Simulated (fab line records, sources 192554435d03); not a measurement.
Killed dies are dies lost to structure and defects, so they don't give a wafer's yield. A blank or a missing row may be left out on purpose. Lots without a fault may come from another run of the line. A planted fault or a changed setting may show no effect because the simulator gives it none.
Problem report in the 8D (eight disciplines) form, filled by code | flow n5_finfet | the parts of the form that need people (team, actions taken, sign-off) are left out

1. THE PROBLEM
spin_speed_rpm at N5_WELL_APT_COAT_02 reads a mean of 1299.7 rpm on 6 wafers of 2 lots; wafers without a fault read 1357.0 rpm with a standard deviation of 1. That is -57 standard deviations from the usual mean.
The step: resist thk 950 nm.
First seen on wafer L237.3, day 6 20:38, on litho_track-04. The record holds 33 wafers of 11 lots with a number at this step. Rule for "out", or "out of limits": more than 4 standard deviations from the usual mean. The other wafers with a number count as sound.

2. WHAT IT IS AND WHAT IT IS NOT
question                    | is                     | is not
which readings at this step | spin_speed_rpm         | -
which lots                  | L237, L238             | L217, L218, L221, L222, L225, L226, L227, L228, L232
which wafers of those lots  | all that have a number | -
read on which tools         | litho_track-04         | litho_track-01, litho_track-03
when                        | from day 6 20:38       | up to then (27 sound wafers)

3. SUSPECTS, AND WHAT RULES EACH OUT
Counting: a tool at a process step up to the reading stays a suspect if it ran every lot that is out and no sound lot after the first of them.
- rie_diel-01 at N5_ZERO_LAYER_DESCUM_16 (chemistry O2, time 7.9 s): kept. It ran every lot that is out, first L237 (day 6 20:02), and no sound lot after that; its last sound lot up to then is L227 (day 4 06:48).
- litho_track-04 at N5_WELL_APT_COAT_02 (resist thk 950 nm): kept. It ran every lot that is out, first L237 (day 6 20:38), and no sound lot after that; its last sound lot up to then is L226 (day 4 01:26). Its own readings are out on those wafers: spin_speed_rpm.
Left after counting: rie_diel-01 at N5_ZERO_LAYER_DESCUM_16, litho_track-04 at N5_WELL_APT_COAT_02.

4. THE CAUSE (what the simulator had put in)
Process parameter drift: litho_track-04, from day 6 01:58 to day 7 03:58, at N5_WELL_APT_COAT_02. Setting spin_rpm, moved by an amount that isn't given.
Counting left 2 suspects, and this tool is among them.

5. THE CHAIN OF EFFECTS, in route order
Each row: a reading whose mean over the struck wafers that have a number lies more than 3 standard deviations from the usual. Only readings for which the record gives a usual standard deviation are gone through. hours: the time from each lot's start at the first step in this table that gives one to its start at this step, as a median over the lots. sigmas: the change in usual standard deviations.
hours | step                | reading        | usual      | on struck wafers | change | sigmas
0     | N5_WELL_APT_COAT_02 | spin_speed_rpm | 1357.0 rpm | 1299.7           | -57.3  | -57
The process steps in it:
- N5_WELL_APT_COAT_02: resist thk 950 nm.
Later measuring or inspecting steps at which every struck wafer that the step has a row for has a number for every such reading, and none has moved that far: N5_WELL_APT_INSPECT_27.

6. WHAT WOULD HAVE CAUGHT IT SOONER
In this record the first reading out of limits was taken at day 6 20:38, 19 hours after the fault began at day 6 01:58.
